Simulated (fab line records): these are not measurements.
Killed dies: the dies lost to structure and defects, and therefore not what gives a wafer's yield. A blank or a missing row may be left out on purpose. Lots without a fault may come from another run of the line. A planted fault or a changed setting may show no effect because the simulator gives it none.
Which of the tools did it? || flow nand_harc || Sampling: 13 lots, 39 wafers, 6 of 1159 route steps

WHAT EACH GAUGE READ, for each wafer
NHARC_P_START_INSPECT_01. Usual: raw_defect_count at 3.4, with a standard deviation of 1.8.
{"lot": "L804", "measured": "day 1 12:02", "on": "defect_inspect-01", "raw_defect_count": "4 5 2", "flag": ""}
{"lot": "L805", "measured": "day 1 18:02", "on": "defect_inspect-01", "raw_defect_count": "3 0 3", "flag": ""}
{"lot": "L806", "measured": "day 2 00:02", "on": "defect_inspect-01", "raw_defect_count": "3 1 3", "flag": ""}
{"lot": "L807", "measured": "day 2 06:02", "on": "defect_inspect-02", "raw_defect_count": "3 4 3", "flag": ""}
{"lot": "L809", "measured": "day 2 18:02", "on": "defect_inspect-02", "raw_defect_count": "4 3 4", "flag": ""}
{"lot": "L816", "measured": "day 4 12:02", "on": "defect_inspect-02", "raw_defect_count": "3 4 1", "flag": ""}
{"lot": "L818", "measured": "day 5 00:02", "on": "defect_inspect-01", "raw_defect_count": "2 1 4", "flag": ""}
{"lot": "L820", "measured": "day 5 12:02", "on": "defect_inspect-02", "raw_defect_count": "5 3 5", "flag": ""}
{"lot": "L821", "measured": "day 5 18:02", "on": "defect_inspect-01", "raw_defect_count": "2 5 3", "flag": ""}
{"lot": "L822", "measured": "day 6 00:02", "on": "defect_inspect-02", "raw_defect_count": "2 3 6", "flag": ""}
{"lot": "L824", "measured": "day 6 12:02", "on": "defect_inspect-02", "raw_defect_count": "5 4 5", "flag": ""}
{"lot": "L825", "measured": "day 6 18:02", "on": "defect_inspect-02", "raw_defect_count": "0 1 3", "flag": ""}
{"lot": "L826", "measured": "day 7 00:02", "on": "defect_inspect-01", "raw_defect_count": "0 4 1", "flag": ""}

NHARC_P_ZERO_WELL_CD_MEAS_37: target cd 720 nm. Usual: cd_nm at 721.0 nm, with a standard deviation of 2.2.
{"lot": "L804", "measured": "day 1 16:10", "on": "cd_sem-01", "cd_nm (nm)": "727.1 722.6 722.6", "flag": ""}
{"lot": "L805", "measured": "day 1 21:58", "on": "cd_sem-03", "cd_nm (nm)": "720.4 720.8 719.7", "flag": ""}
{"lot": "L806", "measured": "day 2 04:16", "on": "cd_sem-01", "cd_nm (nm)": "- - -", "flag": "OFF"}
{"lot": "L807", "measured": "day 2 10:07", "on": "cd_sem-01", "cd_nm (nm)": "718.0 720.4 717.4", "flag": ""}
{"lot": "L809", "measured": "day 2 22:06", "on": "cd_sem-01", "cd_nm (nm)": "720.4 720.8 719.8", "flag": ""}
{"lot": "L816", "measured": "day 4 16:17", "on": "cd_sem-01", "cd_nm (nm)": "723.0 717.3 724.3", "flag": ""}
{"lot": "L818", "measured": "day 5 04:14", "on": "cd_sem-02", "cd_nm (nm)": "718.3 718.6 718.5", "flag": ""}
{"lot": "L820", "measured": "day 5 15:59", "on": "cd_sem-01", "cd_nm (nm)": "718.6 717.3 719.5", "flag": ""}
{"lot": "L821", "measured": "day 5 22:09", "on": "cd_sem-02", "cd_nm (nm)": "718.2 724.3 719.8", "flag": ""}
{"lot": "L822", "measured": "day 6 03:54", "on": "cd_sem-03", "cd_nm (nm)": "718.7 725.2 722.1", "flag": ""}
{"lot": "L824", "measured": "day 6 16:07", "on": "cd_sem-02", "cd_nm (nm)": "722.4 723.1 721.2", "flag": ""}
{"lot": "L825", "measured": "day 6 22:16", "on": "cd_sem-03", "cd_nm (nm)": "723.7 723.2 719.3", "flag": ""}
{"lot": "L826", "measured": "day 7 04:20", "on": "cd_sem-03", "cd_nm (nm)": "724.4 719.6 721.6", "flag": ""}

NHARC_P_ZERO_WELL_CD_MEAS_52: target cd 2000 nm. Usual: cd_nm at 2000.8 nm, with a standard deviation of 1.8.
{"lot": "L804", "measured": "day 1 17:50", "on": "cd_sem-02", "cd_nm (nm)": "1998.4 1996.4 1997.3", "flag": ""}
{"lot": "L805", "measured": "day 1 23:37", "on": "cd_sem-02", "cd_nm (nm)": "1999.1 2000.7 2002.0", "flag": ""}
{"lot": "L806", "measured": "day 2 05:54", "on": "cd_sem-02", "cd_nm (nm)": "2001.2 2003.0 2002.0", "flag": ""}
{"lot": "L807", "measured": "day 2 11:46", "on": "cd_sem-02", "cd_nm (nm)": "2001.6 2003.2 2001.2", "flag": ""}
{"lot": "L809", "measured": "day 2 23:44", "on": "cd_sem-01", "cd_nm (nm)": "2000.7 2001.6 1999.6", "flag": ""}
{"lot": "L816", "measured": "day 4 17:56", "on": "cd_sem-02", "cd_nm (nm)": "1997.5 1999.1 1999.0", "flag": ""}
{"lot": "L818", "measured": "day 5 05:46", "on": "cd_sem-03", "cd_nm (nm)": "2001.9 2000.5 2001.1", "flag": ""}
{"lot": "L820", "measured": "day 5 17:37", "on": "cd_sem-01", "cd_nm (nm)": "1999.1 2001.8 2001.8", "flag": ""}
{"lot": "L821", "measured": "day 5 23:47", "on": "cd_sem-01", "cd_nm (nm)": "1998.3 1999.3 2001.7", "flag": ""}
{"lot": "L822", "measured": "day 6 05:32", "on": "cd_sem-02", "cd_nm (nm)": "1999.3 1997.8 1999.5", "flag": ""}
{"lot": "L824", "measured": "day 6 17:44", "on": "cd_sem-02", "cd_nm (nm)": "2003.0 2003.8 2001.0", "flag": ""}
{"lot": "L825", "measured": "day 6 23:55", "on": "cd_sem-03", "cd_nm (nm)": "2000.7 1998.5 2000.0", "flag": ""}
{"lot": "L826", "measured": "day 7 05:52", "on": "cd_sem-02", "cd_nm (nm)": "1999.2 1999.7 2003.5", "flag": ""}

NHARC_P_ZERO_WELL_INSPECT_43. Usual: raw_defect_count at 11, with a standard deviation of 5.3.
{"lot": "L804", "measured": "day 1 19:41", "on": "defect_inspect-02", "raw_defect_count": "10 15 6", "flag": ""}
{"lot": "L805", "measured": "day 2 01:28", "on": "defect_inspect-02", "raw_defect_count": "14 4 23", "flag": ""}
{"lot": "L806", "measured": "day 2 07:44", "on": "defect_inspect-02", "raw_defect_count": "11 9 8", "flag": ""}
{"lot": "L807", "measured": "day 2 13:36", "on": "defect_inspect-01", "raw_defect_count": "16 10 21", "flag": ""}
{"lot": "L809", "measured": "day 3 01:32", "on": "defect_inspect-02", "raw_defect_count": "19 17 12", "flag": ""}
{"lot": "L816", "measured": "day 4 19:46", "on": "defect_inspect-02", "raw_defect_count": "16 12 9", "flag": ""}
{"lot": "L818", "measured": "day 5 07:37", "on": "defect_inspect-01", "raw_defect_count": "1 17 15", "flag": ""}
{"lot": "L820", "measured": "day 5 19:25", "on": "defect_inspect-02", "raw_defect_count": "7 22 11", "flag": ""}
{"lot": "L821", "measured": "day 6 02:14", "on": "defect_inspect-02", "raw_defect_count": "6 10 9", "flag": ""}
{"lot": "L822", "measured": "day 6 07:22", "on": "defect_inspect-01", "raw_defect_count": "11 12 9", "flag": ""}
{"lot": "L824", "measured": "day 6 19:34", "on": "defect_inspect-02", "raw_defect_count": "15 32 13", "flag": ""}
{"lot": "L825", "measured": "day 7 01:44", "on": "defect_inspect-01", "raw_defect_count": "9 11 21", "flag": ""}
{"lot": "L826", "measured": "day 7 07:44", "on": "defect_inspect-01", "raw_defect_count": "8 12 16", "flag": ""}

NHARC_END_SORT_01. Usual: killed_at_array 28, standard deviation 11; killed_at_other 0.7, standard deviation 0.88; killed_at_periphery 3.1, standard deviation 2.2; killed_dies 31, standard deviation 12; killed_open 3.3, standard deviation 2; killed_short 2.0, standard deviation 1.6.
{"lot": "L806", "measured": "day 20 03:12", "on": "prober-01", "killed_at_array": "22 19 21", "killed_at_other": "0 0 1", "killed_at_periphery": "655 658 655", "killed_dies": "677 677 677", "killed_open": "3 0 1", "killed_short": "3 1 1", "flag": "OFF"}

EACH LOT AND THE TOOL THAT RAN IT (in order: tool; ch and the chambers of the sampled wafers; start)
{"lot": "L804", "NHARC_P_ZERO_WELL_EXPOSE_34": "krf_scanner-03 ch 0, day 1 16:00"}
{"lot": "L805", "NHARC_P_ZERO_WELL_EXPOSE_34": "krf_scanner-03 ch 0, day 1 21:49"}
{"lot": "L806", "NHARC_P_ZERO_WELL_EXPOSE_34": "krf_scanner-04 ch 0, day 2 04:07"}
{"lot": "L807", "NHARC_P_ZERO_WELL_EXPOSE_34": "krf_scanner-04 ch 0, day 2 09:58"}
{"lot": "L809", "NHARC_P_ZERO_WELL_EXPOSE_34": "krf_scanner-04 ch 0, day 2 21:56"}
{"lot": "L816", "NHARC_P_ZERO_WELL_EXPOSE_34": "krf_scanner-03 ch 0, day 4 16:08"}
{"lot": "L818", "NHARC_P_ZERO_WELL_EXPOSE_34": "krf_scanner-04 ch 0, day 5 04:05"}
{"lot": "L820", "NHARC_P_ZERO_WELL_EXPOSE_34": "krf_scanner-03 ch 0, day 5 15:49"}
{"lot": "L821", "NHARC_P_ZERO_WELL_EXPOSE_34": "krf_scanner-03 ch 0, day 5 22:00"}
{"lot": "L822", "NHARC_P_ZERO_WELL_EXPOSE_34": "krf_scanner-03 ch 0, day 6 03:45"}
{"lot": "L824", "NHARC_P_ZERO_WELL_EXPOSE_34": "krf_scanner-03 ch 0, day 6 15:57"}
{"lot": "L825", "NHARC_P_ZERO_WELL_EXPOSE_34": "krf_scanner-04 ch 0, day 6 22:07"}
{"lot": "L826", "NHARC_P_ZERO_WELL_EXPOSE_34": "krf_scanner-03 ch 0, day 7 04:11"}
- NHARC_P_ZERO_WELL_EXPOSE_34: exposes mask P PWELL, target cd 720 nm.

AS READ BY THE TOOLS THEMSELVES (means over the sampled wafers that have a number; for cases with no such wafer, the mark the record gives instead)
NHARC_P_ZERO_WELL_EXPOSE_34. Usual: exposure_dose_mJ_cm2 22.305, standard deviation 0.023; focus_offset_nm 0.0 nm, standard deviation 0.63.
{"lot": "L804", "tool": "krf_scanner-03", "exposure_dose_mJ_cm2": 22.300, "focus_offset_nm (nm)": 0.4, "flag": ""}
{"lot": "L805", "tool": "krf_scanner-03", "exposure_dose_mJ_cm2": 22.333, "focus_offset_nm (nm)": 0.3, "flag": ""}
{"lot": "L806", "tool": "krf_scanner-04", "exposure_dose_mJ_cm2": 22.290, "focus_offset_nm (nm)": -0.8, "flag": ""}
{"lot": "L807", "tool": "krf_scanner-04", "exposure_dose_mJ_cm2": 22.290, "focus_offset_nm (nm)": 0.0, "flag": ""}
{"lot": "L809", "tool": "krf_scanner-04", "exposure_dose_mJ_cm2": 22.291, "focus_offset_nm (nm)": -0.2, "flag": ""}
{"lot": "L816", "tool": "krf_scanner-03", "exposure_dose_mJ_cm2": 22.282, "focus_offset_nm (nm)": 0.8, "flag": ""}
{"lot": "L818", "tool": "krf_scanner-04", "exposure_dose_mJ_cm2": 22.325, "focus_offset_nm (nm)": -0.1, "flag": ""}
{"lot": "L820", "tool": "krf_scanner-03", "exposure_dose_mJ_cm2": 22.284, "focus_offset_nm (nm)": -0.9, "flag": ""}
{"lot": "L821", "tool": "krf_scanner-03", "exposure_dose_mJ_cm2": 22.301, "focus_offset_nm (nm)": 1.0, "flag": ""}
{"lot": "L822", "tool": "krf_scanner-03", "exposure_dose_mJ_cm2": 22.311, "focus_offset_nm (nm)": -0.0, "flag": ""}
{"lot": "L824", "tool": "krf_scanner-03", "exposure_dose_mJ_cm2": 22.288, "focus_offset_nm (nm)": 0.4, "flag": ""}
{"lot": "L825", "tool": "krf_scanner-04", "exposure_dose_mJ_cm2": 22.300, "focus_offset_nm (nm)": 0.1, "flag": ""}
{"lot": "L826", "tool": "krf_scanner-03", "exposure_dose_mJ_cm2": 22.278, "focus_offset_nm (nm)": 0.2, "flag": ""}

THE ANSWER, worked out from the rows above alone
Rule: take the mean of a lot's wafers that have a number; if it is more than 3 standard deviations from the usual mean, the lot is off. Also off: a lot with no number at a reading for which 4 or more lots have one. Where the step has rows for the other lots, those lots are counted as sound. The gauges are gone through in route order, then the tools' own readings, and for those a lot's mean is taken as printed above. At the first step where some lot is off, the reading lying furthest off is the one used; lots without a number count as furthest.
Off: L806 (NHARC_P_ZERO_WELL_CD_MEAS_37, cd_nm). Without a number there: L806.
A tool fits if, at a process step before that reading, it ran every lot that is off, and no sound lot after the first of them. The gauges at NHARC_P_ZERO_WELL_CD_MEAS_37 aren't tried: what is off there is off at NHARC_END_SORT_01 too, on other tools, and a gauge's error can't cause that. None of those tried fits.

WHAT HAD BEEN PUT IN BY THE SIMULATOR
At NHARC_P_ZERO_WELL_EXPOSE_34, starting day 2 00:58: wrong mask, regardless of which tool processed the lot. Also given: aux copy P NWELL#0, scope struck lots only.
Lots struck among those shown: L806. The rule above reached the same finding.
